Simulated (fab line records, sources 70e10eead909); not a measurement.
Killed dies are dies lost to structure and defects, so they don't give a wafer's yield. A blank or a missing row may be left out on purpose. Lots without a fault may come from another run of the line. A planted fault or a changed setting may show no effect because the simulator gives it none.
Chamber matching | flow nand_harc | NHARC_A_WL_FILL_ALD_00 on ald_hk-02: 4 sister chambers
The step deposits Al2O3, target thk 3 nm, pulse time 3 s, ald cycles 30. 4 wafers are shown with their chamber, then 8 later ones without.

WAFERS WITH THEIR CHAMBER
wafer  | chamber | heater_power_w (W)
L265.3 | 3       | 485
L273.3 | 1       | 460
L273.4 | 0       | 481
L272.2 | 2       | 412

WAFERS WITHOUT THEIR CHAMBER
wafer  | heater_power_w (W)
L272.3 | 482
L272.4 | 468
L275.1 | 410
L275.2 | 474
L275.5 | 495
L277.2 | 480
L277.3 | 480
L277.4 | 402

WHICH CHAMBER EACH WENT THROUGH
wafer  | from the rows above          | in truth
L272.3 | can't be placed: 0 or 3      | 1
L272.4 | can't be placed: 1 or 0 or 3 | 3
L275.1 | 2                            | 2
L275.2 | can't be placed: 0 or 3 or 1 | 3
L275.5 | can't be placed: 3 or 0      | 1
L277.2 | can't be placed: 0 or 3      | 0
L277.3 | can't be placed: 0 or 3      | 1
L277.4 | 2                            | 2
Placed correctly: 2 of 8. Can't be placed from these rows: 6 (the true chamber is among the candidates in 3). Placed wrongly: 0.
How it was worked out, from the rows above alone: a wafer's distance from a chamber is the root of the sum, over the readings, of the square of ((its reading less the chamber's mean) divided by the reading's scatter). The wafer belongs to the nearest chamber; if the next one is less than 2 further off, it can't be placed. A chamber's mean is the mean of its shown wafers. The scatter: with one shown wafer a chamber, the root of the mean of the squares of how far each hidden wafer lies from its nearest shown one.
